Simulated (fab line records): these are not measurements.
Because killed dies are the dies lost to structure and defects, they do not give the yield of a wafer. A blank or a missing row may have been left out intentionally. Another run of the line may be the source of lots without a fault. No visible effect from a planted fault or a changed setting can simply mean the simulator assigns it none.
Which tool is to blame? || flow nand harc || Sampling: 24 lots, 72 wafers, 5 of 1302 route steps

WHAT THE GAUGES READ, wafer by wafer
NHARC_P_CONTACT_INSPECT_27.
{"lot": "L074", "measured": "day 5 20:46", "on": "defect inspect-01", "raw defect count": "406 236 309"}
{"lot": "L075", "measured": "day 6 10:13", "on": "defect inspect-02", "raw defect count": "350 275 374"}
{"lot": "L076", "measured": "day 6 20:25", "on": "defect inspect-02", "raw defect count": "421 398 204"}
{"lot": "L077", "measured": "day 7 09:19", "on": "defect inspect-01", "raw defect count": "177 322 294"}
{"lot": "L078", "measured": "day 7 14:04", "on": "defect inspect-01", "raw defect count": "183 223 152"}
{"lot": "L079", "measured": "day 8 02:15", "on": "defect inspect-02", "raw defect count": "315 273 180"}
{"lot": "L080", "measured": "day 8 11:02", "on": "defect inspect-01", "raw defect count": "294 281 275"}
{"lot": "L081", "measured": "day 8 22:55", "on": "defect inspect-01", "raw defect count": "306 234 238"}
{"lot": "L082", "measured": "day 9 10:41", "on": "defect inspect-01", "raw defect count": "221 320 273"}
{"lot": "L083", "measured": "day 9 14:41", "on": "defect inspect-01", "raw defect count": "356 348 540"}
{"lot": "L084", "measured": "day 10 08:31", "on": "defect inspect-01", "raw defect count": "572 590 530"}
{"lot": "L085", "measured": "day 10 14:26", "on": "defect inspect-02", "raw defect count": "271 177 232"}
{"lot": "L086", "measured": "day 11 05:11", "on": "defect inspect-02", "raw defect count": "405 215 258"}
{"lot": "L087", "measured": "day 11 06:25", "on": "defect inspect-02", "raw defect count": "230 206 254"}
{"lot": "L089", "measured": "day 12 11:24", "on": "defect inspect-01", "raw defect count": "457 239 226"}
{"lot": "L088", "measured": "day 12 12:10", "on": "defect inspect-02", "raw defect count": "441 556 294"}
{"lot": "L091", "measured": "day 13 06:35", "on": "defect inspect-01", "raw defect count": "446 159 430"}
{"lot": "L090", "measured": "day 13 07:22", "on": "defect inspect-02", "raw defect count": "205 247 125"}
{"lot": "L092", "measured": "day 13 23:20", "on": "defect inspect-02", "raw defect count": "165 161 158"}
{"lot": "L094", "measured": "day 14 10:22", "on": "defect inspect-01", "raw defect count": "373 273 453"}
{"lot": "L095", "measured": "day 14 11:14", "on": "defect inspect-02", "raw defect count": "196 150 270"}
{"lot": "L093", "measured": "day 14 16:34", "on": "defect inspect-01", "raw defect count": "487 242 404"}
{"lot": "L096", "measured": "day 15 01:22", "on": "defect inspect-02", "raw defect count": "203 138 291"}
{"lot": "L097", "measured": "day 15 13:04", "on": "defect inspect-01", "raw defect count": "558 418 295"}

NHARC_P_BONDPAD_THK_MEAS_33: measures by ellipsometry.
{"lot": "L074", "measured": "day 6 10:25", "on": "film metro-02", "thk nm (nm)": "197.9 199.3 201.7"}
{"lot": "L075", "measured": "day 6 23:13", "on": "film metro-02", "thk nm (nm)": "200.4 196.6 200.0"}
{"lot": "L076", "measured": "day 7 10:01", "on": "film metro-01", "thk nm (nm)": "200.5 202.6 199.1"}
{"lot": "L077", "measured": "day 7 22:33", "on": "film metro-02", "thk nm (nm)": "200.2 201.7 199.6"}
{"lot": "L078", "measured": "day 8 03:29", "on": "film metro-02", "thk nm (nm)": "197.9 203.2 202.7"}
{"lot": "L079", "measured": "day 8 15:50", "on": "film metro-01", "thk nm (nm)": "199.7 199.9 202.1"}
{"lot": "L080", "measured": "day 9 01:08", "on": "film metro-02", "thk nm (nm)": "199.6 199.4 198.4"}
{"lot": "L081", "measured": "day 9 12:11", "on": "film metro-02", "thk nm (nm)": "202.2 200.9 200.1"}
{"lot": "L082", "measured": "day 9 23:56", "on": "film metro-01", "thk nm (nm)": "200.0 200.3 202.1"}
{"lot": "L083", "measured": "day 10 03:40", "on": "film metro-01", "thk nm (nm)": "202.2 203.2 202.4"}
{"lot": "L084", "measured": "day 10 21:57", "on": "film metro-01", "thk nm (nm)": "203.9 200.8 199.2"}
{"lot": "L085", "measured": "day 11 04:03", "on": "film metro-01", "thk nm (nm)": "201.1 199.5 201.2"}
{"lot": "L086", "measured": "day 11 18:37", "on": "film metro-01", "thk nm (nm)": "201.7 201.5 201.5"}
{"lot": "L087", "measured": "day 11 19:53", "on": "film metro-01", "thk nm (nm)": "198.3 199.7 196.5"}
{"lot": "L089", "measured": "day 13 00:37", "on": "film metro-01", "thk nm (nm)": "201.5 202.4 200.8"}
{"lot": "L088", "measured": "day 13 01:42", "on": "film metro-01", "thk nm (nm)": "201.2 198.6 199.5"}
{"lot": "L091", "measured": "day 13 19:58", "on": "film metro-01", "thk nm (nm)": "201.6 200.2 202.9"}
{"lot": "L090", "measured": "day 13 20:25", "on": "film metro-01", "thk nm (nm)": "202.5 201.3 200.4"}
{"lot": "L092", "measured": "day 14 12:26", "on": "film metro-01", "thk nm (nm)": "198.1 199.6 200.4"}
{"lot": "L094", "measured": "day 14 23:19", "on": "film metro-01", "thk nm (nm)": "200.1 200.8 199.0"}
{"lot": "L095", "measured": "day 15 00:22", "on": "film metro-02", "thk nm (nm)": "202.1 199.7 202.8"}
{"lot": "L093", "measured": "day 15 05:31", "on": "film metro-01", "thk nm (nm)": "199.7 201.6 200.9"}
{"lot": "L096", "measured": "day 15 14:52", "on": "film metro-01", "thk nm (nm)": "196.8 203.9 198.9"}
{"lot": "L097", "measured": "day 16 01:59", "on": "film metro-01", "thk nm (nm)": "200.9 202.0 200.8"}

EACH LOT AND THE TOOL THAT RAN IT (in order: tool; ch and the chambers of the sampled wafers; start)
{"lot": "L074", "NHARC_P_M0_PRE_CLEAN_31": "pecvd-02 ch 0,1,2, day 6 00:28", "NHARC_P_M2_PVD_20": "pvd sputter-03, day 6 10:10 or earlier", "NHARC_P_BONDPAD_CMP_32": "cmp-02 ch 1,2,3, day 6 10:10"}
{"lot": "L075", "NHARC_P_M0_PRE_CLEAN_31": "pecvd-03 ch 1,2, day 6 13:41", "NHARC_P_M2_PVD_20": "pvd sputter-02, day 6 22:58 or earlier", "NHARC_P_BONDPAD_CMP_32": "cmp-01 ch 1,2,3, day 6 22:58"}
{"lot": "L076", "NHARC_P_M0_PRE_CLEAN_31": "pecvd-03 ch 0,1,2, day 7 00:11", "NHARC_P_M2_PVD_20": "pvd sputter-01, day 7 09:46 or earlier", "NHARC_P_BONDPAD_CMP_32": "cmp-01 ch 0,2,3, day 7 09:46"}
{"lot": "L077", "NHARC_P_M0_PRE_CLEAN_31": "pecvd-04 ch 0,1, day 7 13:01", "NHARC_P_M2_PVD_20": "pvd sputter-02, day 7 22:18 or earlier", "NHARC_P_BONDPAD_CMP_32": "cmp-04 ch 1,2,3, day 7 22:18"}
{"lot": "L078", "NHARC_P_M0_PRE_CLEAN_31": "pecvd-03 ch 0,1, day 7 17:50", "NHARC_P_M2_PVD_20": "pvd sputter-01, day 8 03:14 or earlier", "NHARC_P_BONDPAD_CMP_32": "cmp-01 ch 0,1,2, day 8 03:14"}
{"lot": "L079", "NHARC_P_M0_PRE_CLEAN_31": "pecvd-04 ch 0,1, day 8 05:53", "NHARC_P_M2_PVD_20": "pvd sputter-02, day 8 15:35 or earlier", "NHARC_P_BONDPAD_CMP_32": "cmp-02 ch 2,3, day 8 15:35"}
{"lot": "L080", "NHARC_P_M0_PRE_CLEAN_31": "pecvd-04 ch 0,1, day 8 15:02", "NHARC_P_M2_PVD_20": "pvd sputter-02, day 9 00:54 or earlier", "NHARC_P_BONDPAD_CMP_32": "cmp-01 ch 2,3, day 9 00:54"}
{"lot": "L081", "NHARC_P_M0_PRE_CLEAN_31": "pecvd-02 ch 1,2, day 9 02:32", "NHARC_P_M2_PVD_20": "pvd sputter-03, day 9 11:56 or earlier", "NHARC_P_BONDPAD_CMP_32": "cmp-01 ch 0,1, day 9 11:56"}
{"lot": "L082", "NHARC_P_M0_PRE_CLEAN_31": "pecvd-04 ch 0,2, day 9 14:26", "NHARC_P_M2_PVD_20": "pvd sputter-02, day 9 23:41 or earlier", "NHARC_P_BONDPAD_CMP_32": "cmp-04 ch 0,2, day 9 23:41"}
{"lot": "L083", "NHARC_P_M0_PRE_CLEAN_31": "pecvd-03 ch 0,1,2, day 9 18:12", "NHARC_P_M2_PVD_20": "pvd sputter-02, day 10 03:27 or earlier", "NHARC_P_BONDPAD_CMP_32": "cmp-04 ch 1,3, day 10 03:27"}
{"lot": "L084", "NHARC_P_M0_PRE_CLEAN_31": "pecvd-03 ch 0,1, day 10 12:11", "NHARC_P_M2_PVD_20": "pvd sputter-03, day 10 21:44 or earlier", "NHARC_P_BONDPAD_CMP_32": "cmp-01 ch 1,2, day 10 21:44"}
{"lot": "L085", "NHARC_P_M0_PRE_CLEAN_31": "pecvd-04 ch 0,1,2, day 10 18:04", "NHARC_P_M2_PVD_20": "pvd sputter-02, day 11 03:49 or earlier", "NHARC_P_BONDPAD_CMP_32": "cmp-02 ch 2,3, day 11 03:49"}
{"lot": "L086", "NHARC_P_M0_PRE_CLEAN_31": "pecvd-04 ch 0,1, day 11 09:04", "NHARC_P_M2_PVD_20": "pvd sputter-03, day 11 18:25 or earlier", "NHARC_P_BONDPAD_CMP_32": "cmp-04 ch 0,1,2, day 11 18:25"}
{"lot": "L087", "NHARC_P_M0_PRE_CLEAN_31": "pecvd-04 ch 0,1, day 11 10:14", "NHARC_P_M2_PVD_20": "pvd sputter-03, day 11 19:38 or earlier", "NHARC_P_BONDPAD_CMP_32": "cmp-01 ch 0,2,3, day 11 19:38"}
{"lot": "L089", "NHARC_P_M0_PRE_CLEAN_31": "pecvd-03 ch 0,1, day 12 14:54", "NHARC_P_M2_PVD_20": "pvd sputter-03, day 13 00:22 or earlier", "NHARC_P_BONDPAD_CMP_32": "cmp-02 ch 0,1,2, day 13 00:22"}
{"lot": "L088", "NHARC_P_M0_PRE_CLEAN_31": "pecvd-03 ch 1,2, day 12 15:49", "NHARC_P_M2_PVD_20": "pvd sputter-03, day 13 01:27 or earlier", "NHARC_P_BONDPAD_CMP_32": "cmp-01 ch 1,2,3, day 13 01:27"}
{"lot": "L091", "NHARC_P_M0_PRE_CLEAN_31": "pecvd-04 ch 0,1,2, day 13 10:13", "NHARC_P_M2_PVD_20": "pvd sputter-02, day 13 19:43 or earlier", "NHARC_P_BONDPAD_CMP_32": "cmp-02 ch 1,2,3, day 13 19:43"}
{"lot": "L090", "NHARC_P_M0_PRE_CLEAN_31": "pecvd-03 ch 0,1,2, day 13 11:02", "NHARC_P_M2_PVD_20": "pvd sputter-01, day 13 20:11 or earlier", "NHARC_P_BONDPAD_CMP_32": "cmp-01 ch 1,2, day 13 20:11"}
{"lot": "L092", "NHARC_P_M0_PRE_CLEAN_31": "pecvd-03 ch 0,1, day 14 03:07", "NHARC_P_M2_PVD_20": "pvd sputter-02, day 14 12:11 or earlier", "NHARC_P_BONDPAD_CMP_32": "cmp-04 ch 0,1, day 14 12:11"}
{"lot": "L094", "NHARC_P_M0_PRE_CLEAN_31": "pecvd-04 ch 0,1, day 14 14:01", "NHARC_P_M2_PVD_20": "pvd sputter-01, day 14 23:09 or earlier", "NHARC_P_BONDPAD_CMP_32": "cmp-01 ch 0,1,3, day 14 23:09"}
{"lot": "L095", "NHARC_P_M0_PRE_CLEAN_31": "pecvd-04 ch 0,2, day 14 14:58", "NHARC_P_M2_PVD_20": "pvd sputter-02, day 15 00:07 or earlier", "NHARC_P_BONDPAD_CMP_32": "cmp-04 ch 1,2, day 15 00:07"}
{"lot": "L093", "NHARC_P_M0_PRE_CLEAN_31": "pecvd-03 ch 1,2, day 14 20:05", "NHARC_P_M2_PVD_20": "pvd sputter-02, day 15 05:19 or earlier", "NHARC_P_BONDPAD_CMP_32": "cmp-01 ch 0,1,2, day 15 05:19"}
{"lot": "L096", "NHARC_P_M0_PRE_CLEAN_31": "pecvd-03 ch 0,1,2, day 15 05:19", "NHARC_P_M2_PVD_20": "pvd sputter-02, day 15 14:41 or earlier", "NHARC_P_BONDPAD_CMP_32": "cmp-01 ch 0,1,2, day 15 14:41"}
{"lot": "L097", "NHARC_P_M0_PRE_CLEAN_31": "pecvd-04 ch 0,2, day 15 16:37", "NHARC_P_M2_PVD_20": "pvd sputter-03, day 16 01:44 or earlier", "NHARC_P_BONDPAD_CMP_32": "cmp-04 ch 1,2,3, day 16 01:44"}
- NHARC_P_M0_PRE_CLEAN_31: time 12 s.
- NHARC_P_M2_PVD_20: deposits TaN, target thk 5 nm, time 8.06 s.
- NHARC_P_BONDPAD_CMP_32: polishes SiCN, target thk 200 nm.

WHAT THE TOOLS THEMSELVES READ (means of the sampled wafers that have a number; where no wafer has one, the mark that the record gives instead)
NHARC_P_M0_PRE_CLEAN_31.
{"lot": "L074", "tool": "pecvd-02", "heater power w (W)": 636, "rf fwd power W (W)": 292.5}
{"lot": "L075", "tool": "pecvd-03", "heater power w (W)": 671, "rf fwd power W (W)": 292.8}
{"lot": "L076", "tool": "pecvd-03", "heater power w (W)": 650, "rf fwd power W (W)": 293.1}
{"lot": "L077", "tool": "pecvd-04", "heater power w (W)": 576, "rf fwd power W (W)": 291.9}
{"lot": "L078", "tool": "pecvd-03", "heater power w (W)": 660, "rf fwd power W (W)": 292.6}
{"lot": "L079", "tool": "pecvd-04", "heater power w (W)": 610, "rf fwd power W (W)": 292.3}
{"lot": "L080", "tool": "pecvd-04", "heater power w (W)": 612, "rf fwd power W (W)": 293.4}
{"lot": "L081", "tool": "pecvd-02", "heater power w (W)": 586, "rf fwd power W (W)": 291.4}
{"lot": "L082", "tool": "pecvd-04", "heater power w (W)": 644, "rf fwd power W (W)": 292.8}
{"lot": "L083", "tool": "pecvd-03", "heater power w (W)": 630, "rf fwd power W (W)": 292.2}
{"lot": "L084", "tool": "pecvd-03", "heater power w (W)": 584, "rf fwd power W (W)": 292.0}
{"lot": "L085", "tool": "pecvd-04", "heater power w (W)": 583, "rf fwd power W (W)": 292.6}
{"lot": "L086", "tool": "pecvd-04", "heater power w (W)": 614, "rf fwd power W (W)": 292.3}
{"lot": "L087", "tool": "pecvd-04", "heater power w (W)": 646, "rf fwd power W (W)": 293.0}
{"lot": "L089", "tool": "pecvd-03", "heater power w (W)": 652, "rf fwd power W (W)": 292.6}
{"lot": "L088", "tool": "pecvd-03", "heater power w (W)": 620, "rf fwd power W (W)": 291.8}
{"lot": "L091", "tool": "pecvd-04", "heater power w (W)": 664, "rf fwd power W (W)": 292.4}
{"lot": "L090", "tool": "pecvd-03", "heater power w (W)": 612, "rf fwd power W (W)": 292.7}
{"lot": "L092", "tool": "pecvd-03", "heater power w (W)": 546, "rf fwd power W (W)": 292.0}
{"lot": "L094", "tool": "pecvd-04", "heater power w (W)": 622, "rf fwd power W (W)": 292.0}
{"lot": "L095", "tool": "pecvd-04", "heater power w (W)": 651, "rf fwd power W (W)": 292.0}
{"lot": "L093", "tool": "pecvd-03", "heater power w (W)": 677, "rf fwd power W (W)": 291.6}
{"lot": "L096", "tool": "pecvd-03", "heater power w (W)": 627, "rf fwd power W (W)": 291.7}
{"lot": "L097", "tool": "pecvd-04", "heater power w (W)": 547, "rf fwd power W (W)": 293.4}

NHARC_P_M2_PVD_20.
{"lot": "L074", "tool": "pvd sputter-03", "throttle valve pct (%)": 30.6}
{"lot": "L075", "tool": "pvd sputter-02", "throttle valve pct (%)": 29.8}
{"lot": "L076", "tool": "pvd sputter-01", "throttle valve pct (%)": 30.9}
{"lot": "L077", "tool": "pvd sputter-02", "throttle valve pct (%)": 29.1}
{"lot": "L078", "tool": "pvd sputter-01", "throttle valve pct (%)": 30.3}
{"lot": "L079", "tool": "pvd sputter-02", "throttle valve pct (%)": 29.1}
{"lot": "L080", "tool": "pvd sputter-02", "throttle valve pct (%)": 29.3}
{"lot": "L081", "tool": "pvd sputter-03", "throttle valve pct (%)": 30.5}
{"lot": "L082", "tool": "pvd sputter-02", "throttle valve pct (%)": 29.8}
{"lot": "L083", "tool": "pvd sputter-02", "throttle valve pct (%)": 29.6}
{"lot": "L084", "tool": "pvd sputter-03", "throttle valve pct (%)": 31.0}
{"lot": "L085", "tool": "pvd sputter-02", "throttle valve pct (%)": 29.3}
{"lot": "L086", "tool": "pvd sputter-03", "throttle valve pct (%)": 31.0}
{"lot": "L087", "tool": "pvd sputter-03", "throttle valve pct (%)": 30.7}
{"lot": "L089", "tool": "pvd sputter-03", "throttle valve pct (%)": 31.0}
{"lot": "L088", "tool": "pvd sputter-03", "throttle valve pct (%)": 31.0}
{"lot": "L091", "tool": "pvd sputter-02", "throttle valve pct (%)": 29.6}
{"lot": "L090", "tool": "pvd sputter-01", "throttle valve pct (%)": 31.0}
{"lot": "L092", "tool": "pvd sputter-02", "throttle valve pct (%)": 30.3}
{"lot": "L094", "tool": "pvd sputter-01", "throttle valve pct (%)": 31.0}
{"lot": "L095", "tool": "pvd sputter-02", "throttle valve pct (%)": 29.9}
{"lot": "L093", "tool": "pvd sputter-02", "throttle valve pct (%)": 29.9}
{"lot": "L096", "tool": "pvd sputter-02", "throttle valve pct (%)": 29.9}
{"lot": "L097", "tool": "pvd sputter-03", "throttle valve pct (%)": 30.5}

NHARC_P_BONDPAD_CMP_32.
{"lot": "L074", "tool": "cmp-02", "motor current A (A)": 11.8, "pad life wafers": 403, "retaining ring pressure frac": 1.001}
{"lot": "L075", "tool": "cmp-01", "motor current A (A)": 11.5, "pad life wafers": 175, "retaining ring pressure frac": 0.998}
{"lot": "L076", "tool": "cmp-01", "motor current A (A)": 10.9, "pad life wafers": 223, "retaining ring pressure frac": 0.999}
{"lot": "L077", "tool": "cmp-04", "motor current A (A)": 11.2, "pad life wafers": 187, "retaining ring pressure frac": 1.002}
{"lot": "L078", "tool": "cmp-01", "motor current A (A)": 11.9, "pad life wafers": 301, "retaining ring pressure frac": 1.003}
{"lot": "L079", "tool": "cmp-02", "motor current A (A)": 11.9, "pad life wafers": 156, "retaining ring pressure frac": 0.999}
{"lot": "L080", "tool": "cmp-01", "motor current A (A)": 11.5, "pad life wafers": 14, "retaining ring pressure frac": 1.005}
{"lot": "L081", "tool": "cmp-01", "motor current A (A)": 12.4, "pad life wafers": 54, "retaining ring pressure frac": 1.003}
{"lot": "L082", "tool": "cmp-04", "motor current A (A)": 10.9, "pad life wafers": 7, "retaining ring pressure frac": 1.000}
{"lot": "L083", "tool": "cmp-04", "motor current A (A)": 11.6, "pad life wafers": 20, "retaining ring pressure frac": 1.003}
{"lot": "L084", "tool": "cmp-01", "motor current A (A)": 12.5, "pad life wafers": 176, "retaining ring pressure frac": 1.003}
{"lot": "L085", "tool": "cmp-02", "motor current A (A)": 12.2, "pad life wafers": 19, "retaining ring pressure frac": 0.994}
{"lot": "L086", "tool": "cmp-04", "motor current A (A)": 10.6, "pad life wafers": 176, "retaining ring pressure frac": 1.004}
{"lot": "L087", "tool": "cmp-01", "motor current A (A)": 11.3, "pad life wafers": 259, "retaining ring pressure frac": 1.001}
{"lot": "L089", "tool": "cmp-02", "motor current A (A)": 11.2, "pad life wafers": 182, "retaining ring pressure frac": 0.997}
{"lot": "L088", "tool": "cmp-01", "motor current A (A)": 11.8, "pad life wafers": 7, "retaining ring pressure frac": 0.998}
{"lot": "L091", "tool": "cmp-02", "motor current A (A)": 12.1, "pad life wafers": 235, "retaining ring pressure frac": 0.998}
{"lot": "L090", "tool": "cmp-01", "motor current A (A)": 12.1, "pad life wafers": 73, "retaining ring pressure frac": 1.000}
{"lot": "L092", "tool": "cmp-04", "motor current A (A)": 11.1, "pad life wafers": 48, "retaining ring pressure frac": 0.998}
{"lot": "L094", "tool": "cmp-01", "motor current A (A)": 12.0, "pad life wafers": 183, "retaining ring pressure frac": 1.000}
{"lot": "L095", "tool": "cmp-04", "motor current A (A)": 10.5, "pad life wafers": 108, "retaining ring pressure frac": 0.998}
{"lot": "L093", "tool": "cmp-01", "motor current A (A)": 11.9, "pad life wafers": 212, "retaining ring pressure frac": 1.003}
{"lot": "L096", "tool": "cmp-01", "motor current A (A)": 11.9, "pad life wafers": 249, "retaining ring pressure frac": 1.001}
{"lot": "L097", "tool": "cmp-04", "motor current A (A)": 11.1, "pad life wafers": 230, "retaining ring pressure frac": 1.001}

THE ANSWER, worked out from the rows above alone
Rule: the usual values come from the lots themselves. Put in order of their means at a reading, lots are off if they are a third of the lots or fewer, leave a main group of 4 or more, and stand apart from it by a gap of 3 or more times the standard deviation of the main group's means; of several such gaps the widest counts. A main group is skipped when, at the precision printed for the reading in the tables above, its means are all equal. A lot without any number at a reading at which 4 lots or more have one is off too. Where the step has rows for the other lots, those lots are counted as sound. After the gauges, taken in route order, come the tools' own readings; for these a lot's mean is taken, as printed above. At the first step where some lot is off, the reading lying furthest off is the one used; lots without a number count as furthest.
Across all readings shown, no lot is off: no conclusion can be drawn from this.

WHAT WAS PUT IN BY THE SIMULATOR
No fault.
